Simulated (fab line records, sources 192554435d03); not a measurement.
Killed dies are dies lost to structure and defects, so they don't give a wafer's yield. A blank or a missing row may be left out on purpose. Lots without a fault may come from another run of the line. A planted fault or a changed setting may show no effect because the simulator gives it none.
Split-lot experiment | flow n5_finfet | 7 lots, 21 wafers read, on a route of 1938 steps

THE SPLIT
At N5_BEOL_M7_ETCH_66 (etches SOC in N2/H2, target depth 80 nm, overetch 16 nm, time 120 s), the setting time_s was moved away from the recipe's 120 s on 8 of the 21 wafers read, by -22.2% to +17.6%. The other wafers ran this setting at the recipe's value.

The reading is taken at the split's own step.

THE READING
SiARC_of_BEOL_M7_COAT_64.thk_nm (the simulator's own value, which no gauge read), in nm, at N5_BEOL_M7_ETCH_66 (etches SOC in N2/H2, target depth 80 nm, overetch 16 nm, time 120 s). The file gives no usual value for it. The 13 wafers here that ran the recipe average 6.5 nm, standard deviation 0.27 nm.

wafer  | tool, chamber at the split | time_s as run, s | against the recipe | SiARC_of_BEOL_M7_COAT_64.thk_nm, nm | against lot-mates on the recipe
L074.3 | rie_diel-01, 0             | 120              | recipe             | 7.2                                 | -
L074.4 | rie_diel-01, 2             | 93.33            | -22.2%             | 7.6                                 | +0.4
L074.6 | rie_diel-01, 0             | 93.33            | -22.2%             | 8.4                                 | +1.2
L077.1 | rie_diel-03, 0             | 120              | recipe             | 6.4                                 | -
L077.4 | rie_diel-03, 1             | 95.9             | -20.1%             | 7.6                                 | +1.1
L077.5 | rie_diel-03, 0             | 120              | recipe             | 6.6                                 | -
L080.1 | rie_diel-05, 0,1           | 120              | recipe             | 6.4                                 | -
L080.5 | rie_diel-05, 0,1           | 120              | recipe             | 6.4                                 | -
L080.4 | rie_diel-05, 2             | 120              | recipe             | 6.2                                 | -
L081.1 | rie_diel-01, 3,0           | 120              | recipe             | 6.2                                 | -
L081.2 | rie_diel-01, 3,0           | 120              | recipe             | 6.2                                 | -
L081.3 | rie_diel-01, 2             | 139.6            | +16.3%             | 5.6                                 | -0.6
L085.1 | rie_diel-03, 3             | 141.1            | +17.6%             | 5.6                                 | -0.8
L085.4 | rie_diel-03, 1             | 120              | recipe             | 6.4                                 | -
L085.6 | rie_diel-03, 0             | 141.1            | +17.6%             | 5.4                                 | -1.0
L093.2 | rie_diel-03, 3,1           | 120              | recipe             | 6.4                                 | -
L093.5 | rie_diel-03, 3,1           | 120              | recipe             | 6.4                                 | -
L093.4 | rie_diel-03, 2             | 120              | recipe             | 6.6                                 | -
L097.1 | rie_diel-05, 1             | 120              | recipe             | 6.8                                 | -
L097.2 | rie_diel-05, 2             | 129.7            | +8.1%              | 6.8                                 | +0.0
L097.6 | rie_diel-05, 2             | 129.7            | +8.1%              | 6.2                                 | -0.6
Where a row lists several chambers, the file gives one row for several wafers and doesn't say which wafer went through which chamber.

THE FIT
A straight line over all 21 wafers: SiARC_of_BEOL_M7_COAT_64.thk_nm changes by -0.0577 nm for each +1% of time_s; r = -0.90; the points scatter about the line by 0.32 nm.
The same after taking each lot's own level away (the mean of its wafers on the recipe; 21 wafers): -0.0432 nm for each +1%; r = -0.93; scatter 0.2 nm.
On that fit, the largest move of time_s shifts the reading by 0.96 nm.
The lots' own levels span 6.20 to 7.20 nm, that is 3.8 times the standard deviation above.
So the lot-to-lot level changes the slope: the two fits differ.
Check: with one of the wafers moved furthest among these (-22.2%) left out of the fit, the line predicts +1.14 nm for it against its lot-mates. It came out at +0.4 nm against them.

OTHER SPLITS ON THESE WAFERS
These wafers also went through other splits before the reading. Each is held against what the fit with the lots' levels taken away leaves over:
other split on the same wafers     | wafers away from the commonest value | r with SiARC_of_BEOL_M7_COAT_64.thk_nm (lot level and that fit taken away)
N5_BEOL_M4_DESCUM_16 time_s        | 10                                   | +0.29
N5_BEOL_M4_DESCUM_33 time_s        | 7                                    | -0.04
N5_BEOL_M4_ALD_98 temp_c           | 8                                    | -0.18
N5_BEOL_M5_ETCH_68 time_s          | 11                                   | -0.42
N5_BEOL_M5_TRENCH_ETCH_37 source_w | 5                                    | -0.13
N5_BEOL_M7_COAT_64 spin_rpm        | 6                                    | -0.39
N5_BEOL_M7_COAT_71 spin_rpm        | 9                                    | +0.02

THE FILE'S OWN FIT
SiARC_of_BEOL_M7_COAT_64.thk_nm changes by -0.0441 nm for each +1% of time_s, r = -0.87.
